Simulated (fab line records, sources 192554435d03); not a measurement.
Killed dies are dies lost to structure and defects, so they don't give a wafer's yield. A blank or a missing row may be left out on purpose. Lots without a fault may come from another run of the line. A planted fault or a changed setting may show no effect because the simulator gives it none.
fab line records | flow n5_finfet | part 2 of 2: steps 4 to 6 of 6
record lots=20 wafers=60 last_day=18
route steps=1938 shown BEOL_M0@717 BEOL_M1@769
lots that met no fault: from a run of the same line without faults
start_h: hours from the record's first day to the start of the lot's first wafer shown | wait_h: hours since the lot's step before | " the same as in the row above | L1.1+2: a row that stands for several wafers | - no value, or no start given | * or withheld: withheld | < > ~ a bound
route shown NAME@n: a module of which the file shows steps, and the number in the route of the first | usual: mean/standard deviation of fault-free wafers | same: alike in all rows | chamber/n: place in a boat | sites: the reading at each site | _std_site: their standard deviation | _edge_site: outer sites' mean less inner sites' | radius_mm: how far each site lies from the wafer's centre | mask NAME#n: copy n | behind: the tool/chamber that last shaped the wafer | hold: why the lot was held/for how many hours/how that ended | device: the transistor (n, p or np) that didn't switch | end of line: the same wafers' tests at the end of the route | a step without rows: its recipe alone | killed: dies lost to structure and defects at the first sort, not the wafer's yield | map: a wafer's dies, x killed, . not, _ none there
set.NAME: the setting as run; set.NAME@STEP: as run at that earlier step | model.NAME: the simulator's own value behind a step, which no gauge read
steps of the route over a sample of lots; a table a step, a row a wafer
services: from which hour (start_h, from the record's first day; less than 0 if before it) a tool's chamber was out of use, for how many hours, and why
## steps
# step N5_BEOL_M1_ETCH_63
# recipe chemistry=CF4 target=SiARC target_depth_a=156 mask_material=CAR-EUV time_s=26 ion_energy_ev=80 pressure_mtorr=40 source_w=545 bias_w=36 Ar_flow_sccm=100 cf4_flow_sccm=100 ends=cleared
# usual drypump_motor_current_A=5.7/0.5 etch_rf_on_time_s=26.0/0.6 oes_product_au=0.65/0.066 rf_vpp_V=184.4/1.4 showerhead_plenum_p_Torr=2.16/0.083 throttle_valve_pct=15.71/0.19
# columns lot.wafer tool chamber start_h wait_h drypump_motor_current_A etch_rf_on_time_s oes_product_au rf_hours_counter_h rf_vpp_V showerhead_plenum_p_Torr throttle_valve_pct
L075.1 rie_diel-01 0 125.90 0.0 6.2 26.6 0.61 186 181.5 2.05 15.97
L075.3 " 3 " " 5.9 26.4 0.59 222 185.0 2.13 15.63
L075.5 " 2 " " 5.1 26.8 0.66 - 183.7 2.25 15.76
L077.3 rie_diel-01 3 139.28 0.0 5.9 26.3 0.59 224 184.7 2.13 15.64
L077.5 " 2 " " 5.1 26.6 0.65 - 185.7 2.25 15.74
L077.6 " 1 " " 6.4 25.7 0.66 - 185.4 2.14 15.81
L078.2 rie_diel-06 0 147.90 0.0 5.6 26.1 0.63 180 183.4 2.21 15.79
L078.4 " 3 " " 6.2 25.0 0.62 219 184.8 2.11 15.73
L078.6 " 0 " " 5.6 26.2 0.63 - 183.0 2.21 15.79
L080.1 rie_diel-06 0 156.26 0.0 5.6 26.5 0.63 184 184.5 2.21 15.80
L080.3 " 3 " " 6.2 25.4 0.63 223 182.9 2.11 15.73
L080.5 " 2 " " 4.8 25.0 0.84 - 184.3 2.28 15.40
L082.2 rie_diel-06 3 170.08 0.0 6.2 25.5 0.62 230 183.7 2.11 15.76
L082.3 " 0 " " 5.6 26.7 0.63 190 186.0 2.20 15.80
L082.5 " 0 " " 5.6 26.7 0.62 - 184.1 2.20 15.81
L083.3 rie_diel-01 3 178.36 0.0 6.0 27.1 0.59 228 183.7 2.13 15.64
L083.4 " 0 " " 6.2 26.8 0.60 192 181.9 2.05 15.98
L083.5 " 2 " " 5.1 27.2 0.64 - 186.4 2.25 15.75
L084.1 rie_diel-01 3 187.44 0.0 5.9 26.5 0.59 230 185.0 2.13 15.64
L084.2 " 1 " " 6.4 25.6 0.66 162 182.8 2.14 15.79
L084.4 " 2 " " 5.1 26.7 0.65 141 185.9 2.25 15.78
L085.2 rie_diel-01 1 193.75 0.0 6.4 25.9 0.65 164 184.9 2.14 15.81
L085.3 " 3 " " 5.9 26.7 0.59 232 183.8 2.13 15.65
L085.5 " 0 " " 6.2 26.5 0.60 - 183.5 2.05 15.97
L086.1 rie_diel-06 1 202.35 0.0 5.5 25.8 0.65 134 182.7 1.99 15.50
L086.4 " 2 " " 4.8 25.3 0.79 19 184.9 2.27 15.45
L086.6 " 2 " " 4.8 25.2 0.79 - 187.0 2.27 15.45
L087.1 rie_diel-04 1 208.58 0.0 5.5 25.5 0.60 233 184.1 2.19 16.03
L087.4 " 0 " " 5.3 25.9 0.65 180 185.6 2.21 15.69
L087.5 " 1 " " 5.4 25.5 0.61 - 184.7 2.19 16.04
L088.2 rie_diel-06 1 213.87 0.0 5.6 25.9 0.66 137 183.0 1.99 15.50
L088.5 " 0 " " 5.6 26.9 0.61 - 185.2 2.20 15.84
L088.6 " 3 " " 6.1 25.5 0.61 - 184.8 2.10 15.76
L089.4 rie_diel-04 1 219.37 0.0 5.4 25.4 0.61 235 186.2 2.19 16.06
L089.5 " 1 " " 5.4 25.4 0.60 - 186.0 2.19 16.05
L089.6 " 0 " " 5.3 25.7 0.65 - 183.5 2.21 15.70
L090.1 rie_diel-01 1 224.92 0.0 6.4 25.9 0.65 173 185.4 2.13 15.83
L090.2 " 3 " " 5.9 26.7 0.58 240 183.2 2.12 15.67
L090.6 " 0 " " 6.2 26.7 0.60 - 183.4 2.05 15.99
L091.1 rie_diel-06 3 226.36 0.0 6.2 25.2 0.61 245 182.8 2.10 15.77
L091.3 " 2 " " 4.8 25.1 0.78 26 185.5 2.27 15.47
L091.5 " 3 " " 6.2 25.5 0.61 - 183.8 2.10 15.78
L092.1 rie_diel-04 0 241.34 0.0 5.3 26.1 0.63 190 186.3 2.21 15.71
L092.2 " 1 " " 5.5 25.7 0.60 241 185.3 2.19 16.06
L092.6 " 0 " " 5.3 26.4 0.63 - 183.6 2.21 15.71
L093.1 rie_diel-06 0 242.86 0.0 5.6 26.4 0.61 210 185.5 2.20 15.85
L093.4 " 0 " " 5.6 26.4 0.61 - 184.0 2.20 15.85
L093.5 " 2 " " 4.8 25.2 0.77 - 185.5 2.27 15.46
L094.1 rie_diel-06 1 245.24 0.0 5.5 25.6 0.66 147 183.2 1.98 15.53
L094.5 " 1 " " 5.6 25.8 0.65 - 183.1 1.98 15.52
L094.6 " 2 " " 4.8 24.9 0.78 - 185.6 2.27 15.46
L095.1 rie_diel-06 1 263.32 0.0 5.6 25.9 0.64 152 182.4 1.98 15.54
L095.2 " 0 " " 5.6 26.8 0.60 217 182.2 2.19 15.84
L095.4 " 3 " " 6.1 25.2 0.84 1 185.3 2.10 15.29
L096.2 rie_diel-01 1 266.77 0.0 6.4 25.7 0.64 188 183.8 2.13 15.85
L096.3 " 2 " " 5.1 26.7 0.64 161 186.1 2.24 15.81
L096.5 " 0 " " 6.2 26.5 0.59 - 182.5 2.04 16.02
L097.1 rie_diel-06 2 270.13 0.0 4.8 25.1 0.76 40 184.8 2.27 15.48
L097.3 " 3 " " 6.1 25.0 0.82 4 184.8 2.10 15.28
L097.5 " 2 " " 4.8 25.3 0.76 - 185.4 2.27 15.47
# step N5_BEOL_M1_TRENCH_ETCH_37
# recipe chemistry=C4F6/O2 target_depth_a=552.07 target=SiOC time_s=29 ion_energy_ev=250 pressure_mtorr=30 source_w=355 bias_w=185 Ar_flow_sccm=300 C4F6_flow_sccm=10 O2_flow_sccm=10
# usual C4F6_flow_sccm=9.999/0.03 drypump_motor_current_A=5.8/0.43 oes_product_au=0.75/0.064 rf_vpp_V=668/10 showerhead_plenum_p_Torr=2.87/0.096 throttle_valve_pct=20.96/0.2
# columns lot.wafer tool chamber start_h wait_h C4F6_flow_sccm drypump_motor_current_A oes_product_au rf_hours_counter_h rf_vpp_V showerhead_plenum_p_Torr throttle_valve_pct
L075.1 rie_diel-04 2 - - 9.980 5.9 0.87 39 649 2.89 20.60
L075.3 " 1 " " 10.045 5.5 0.71 205 678 2.92 21.19
L075.5 " 1 " " 9.973 5.4 0.72 - 679 2.92 21.21
L077.3 rie_diel-04 1 - - 9.953 5.4 0.73 208 677 2.92 21.22
L077.5 " 3 " " 9.961 6.0 0.70 - 664 2.93 20.87
L077.6 " 0 " " 10.008 5.3 0.77 - 685 2.97 20.98
L078.2 rie_diel-06 2 - - 10.008 4.8 0.97 5 665 3.02 20.64
L078.4 " 1 " " 10.029 5.5 0.78 120 673 2.63 20.64
L078.6 " 0 " " 9.983 5.6 0.74 - 662 2.93 21.00
L080.1 rie_diel-06 0 - - 9.964 5.6 0.73 188 661 2.93 21.02
L080.3 " 1 " " 10.020 5.5 0.78 123 672 2.63 20.63
L080.5 " 1 " " 10.030 5.5 0.77 - 673 2.63 20.62
L082.2 rie_diel-01 3 - - 10.044 5.9 0.70 229 682 2.83 20.87
L082.3 " 1 " " 10.004 6.4 0.77 161 670 2.83 20.93
L082.5 " 3 " " 10.020 5.9 0.70 - 683 2.83 20.88
L083.3 rie_diel-04 0 - - 10.020 5.3 0.75 172 682 2.96 20.99
L083.4 " 3 " " 9.985 6.0 0.69 229 663 2.92 20.89
L083.5 " 1 " " 10.046 5.4 0.71 - 677 2.91 21.23
L084.1 rie_diel-01 3 - - 9.998 5.9 0.69 231 682 2.83 20.88
L084.2 " 0 " " 9.988 6.2 0.70 195 663 2.71 21.17
L084.4 " 1 " " 9.974 6.4 0.76 163 669 2.83 20.94
L085.2 rie_diel-04 0 - - 9.991 5.3 0.75 176 684 2.96 21.02
L085.3 " 3 " " 10.053 6.0 0.69 234 663 2.92 20.90
L085.5 " 3 " " 10.017 6.0 0.69 - 663 2.92 20.89
L086.1 rie_diel-04 2 - - 10.006 5.9 0.84 64 650 2.87 20.65
L086.4 " 3 " " 9.978 6.0 0.69 235 664 2.92 20.89
L086.6 " 0 " " 10.022 5.3 0.76 - 683 2.96 21.01
L087.1 rie_diel-04 3 - - 9.933 6.0 0.68 238 663 2.92 20.90
L087.4 " 1 " " 10.007 5.5 0.70 234 677 2.91 21.26
L087.5 " 1 " " 9.996 5.4 0.69 - 677 2.91 21.26
L088.2 rie_diel-01 3 - - 9.946 5.9 0.68 238 681 2.82 20.89
L088.5 " 2 " " 9.979 5.1 0.76 - 665 2.99 21.10
L088.6 " 3 " " 9.946 5.9 0.69 - 681 2.82 20.89
L089.4 rie_diel-04 0 - - 9.993 5.4 0.75 184 681 2.96 21.00
L089.5 " 3 " " 9.987 6.0 0.68 - 664 2.92 20.91
L089.6 " 0 " " 9.961 5.3 0.75 - 683 2.96 21.01
L090.1 rie_diel-01 2 - - 9.990 5.1 0.75 153 666 2.99 21.12
L090.2 " 3 " " 10.010 5.9 0.68 241 681 2.82 20.89
L090.6 " 2 " " 10.005 5.1 0.75 - 666 2.99 21.13
L091.1 rie_diel-06 0 - - 9.981 5.6 0.72 207 662 2.92 21.05
L091.3 " 3 " " 10.044 6.1 0.71 246 659 2.80 21.00
L091.5 " 1 " " 10.070 5.5 0.76 - 671 2.63 20.68
L092.1 rie_diel-04 0 - - 9.971 5.3 0.74 191 682 2.95 21.02
L092.2 " 2 " " 9.999 5.9 0.82 75 649 2.87 20.67
L092.6 " 0 " " 9.993 5.3 0.74 - 683 2.95 21.02
L093.1 rie_diel-01 1 - - 10.003 6.4 0.75 180 670 2.82 20.98
L093.4 " 3 " " 9.914 6.0 0.67 246 682 2.82 20.90
L093.5 " 1 " " 9.986 6.4 0.74 - 669 2.82 20.95
L094.1 rie_diel-01 1 - - 10.009 6.4 0.74 181 670 2.82 20.97
L094.5 " 1 " " 10.033 6.4 0.74 - 671 2.82 20.97
L094.6 " 0 " " 9.954 6.2 0.68 - 663 2.70 21.19
L095.1 rie_diel-01 0 - - 9.954 6.2 0.68 220 663 2.70 21.20
L095.2 " 2 " " 10.052 5.1 0.75 163 663 2.99 21.13
L095.4 " 2 " " 10.030 5.1 0.74 - 664 2.99 21.14
L096.2 rie_diel-01 0 - - 9.994 6.2 0.68 221 662 2.70 21.21
L096.3 " 0 " " 9.963 6.2 0.68 - 661 2.70 21.21
L096.5 " 1 " " 10.008 6.4 0.73 - 670 2.81 20.97
L097.1 rie_diel-04 0 - - 10.001 5.3 0.72 204 681 2.95 21.06
L097.3 " 3 " " 10.033 6.1 0.96 1 662 2.91 20.45
L097.5 " 3 " " 10.036 6.1 0.96 - 661 2.91 20.44
# step N5_BEOL_M1_OCD_MEAS_38
# usual trench_depth_nm=54.7/0.83
# columns lot.wafer tool chamber start_h wait_h trench_depth_nm
L075.1 ocd-01 - 131.98 - 54.8
L075.3 " - " " 55.5
L075.5 " - " " 55.4
L077.3 ocd-01 - 145.35 - 55.9
L077.5 " - " " 54.4
L077.6 " - " " 55.2
L078.2 ocd-01 - 157.03 - 57.0
L078.4 " - " " 55.5
L078.6 " - " " 55.0
L080.1 ocd-02 - 164.82 - 54.3
L080.3 " - " " 55.6
L080.5 " - " " 55.3
L082.2 ocd-02 - 182.88 - 55.5
L082.3 " - " " 56.0
L082.5 " - " " 54.8
L083.3 ocd-01 - 183.36 - 55.0
L083.4 " - " " 54.9
L083.5 " - " " 55.4
L084.1 ocd-02 - 190.74 - 53.9
L084.2 " - " " 53.4
L084.4 " - " " 54.9
L085.2 ocd-02 - 200.29 - 55.3
L085.3 " - " " 55.3
L085.5 " - " " 55.0
L086.1 ocd-02 - 204.25 - 54.7
L086.4 " - " " 54.9
L086.6 " - " " 55.6
L087.1 ocd-02 - 212.12 - 54.8
L087.4 " - " " 54.4
L087.5 " - " " 55.1
L088.2 ocd-01 - 215.50 - 54.3
L088.5 " - " " 54.1
L088.6 " - " " 53.6
L089.4 ocd-01 - 220.94 - 55.1
L089.5 " - " " 54.7
L089.6 " - " " 55.3
L090.1 ocd-02 - 227.88 - 54.1
L090.2 " - " " 53.7
L090.6 " - " " 52.9
L091.1 ocd-02 - 228.27 - 54.6
L091.3 " - " " 55.6
L091.5 " - " " 55.8
L092.1 ocd-01 - 243.69 - 54.6
L092.2 " - " " 53.6
L092.6 " - " " 54.7
L093.1 ocd-02 - 244.56 - 54.8
L093.4 " - " " 53.4
L093.5 " - " " 54.1
L094.1 ocd-02 - 248.57 - 53.8
L094.5 " - " " 54.6
L094.6 " - " " 52.8
L095.1 ocd-01 - 269.21 - 54.4
L095.2 " - " " 54.2
L095.4 " - " " 53.8
L096.2 ocd-01 - 269.78 - 53.0
L096.3 " - " " 52.5
L096.5 " - " " 54.1
L097.1 ocd-01 - 274.95 - 54.2
L097.3 " - " " 55.1
L097.5 " - " " 54.7
## services
# columns tool chamber start_h hours kind
rie_diel-01 0 107.52 8.7 repair
rie_diel-05 2 109.16 - clean
rie_diel-05 2 109.16 - consumable_replace:focus_ring
rie_diel-05 2 109.16 22.5 scheduled_down
rie_diel-05 2 109.16 22.5 vent_cycle
rie_diel-05 1 141.45 1.7 repair
rie_diel-01 - 142.97 28.1 pm
rie_diel-06 - 151.78 0.2 repair
rie_diel-02 2 188.84 - clean
rie_diel-02 2 188.84 - consumable_replace:focus_ring
rie_diel-02 2 188.84 16.3 scheduled_down
rie_diel-02 2 188.84 16.3 vent_cycle
rie_diel-03 2 203.59 - clean
rie_diel-03 2 203.59 - consumable_replace:focus_ring
rie_diel-03 1 217.32 3.5 repair
rie_diel-01 2 244.51 16.5 repair
rie_diel-05 3 253.97 1.8 repair
rie_diel-05 0 257.65 - clean
rie_diel-05 0 257.65 - consumable_replace:focus_ring
rie_diel-05 0 257.65 22.0 scheduled_down
rie_diel-05 0 257.65 22.0 vent_cycle
rie_diel-02 1 259.41 3.0 repair
rie_diel-02 0 272.35 6.4 repair
rie_diel-03 3 272.91 8.3 repair
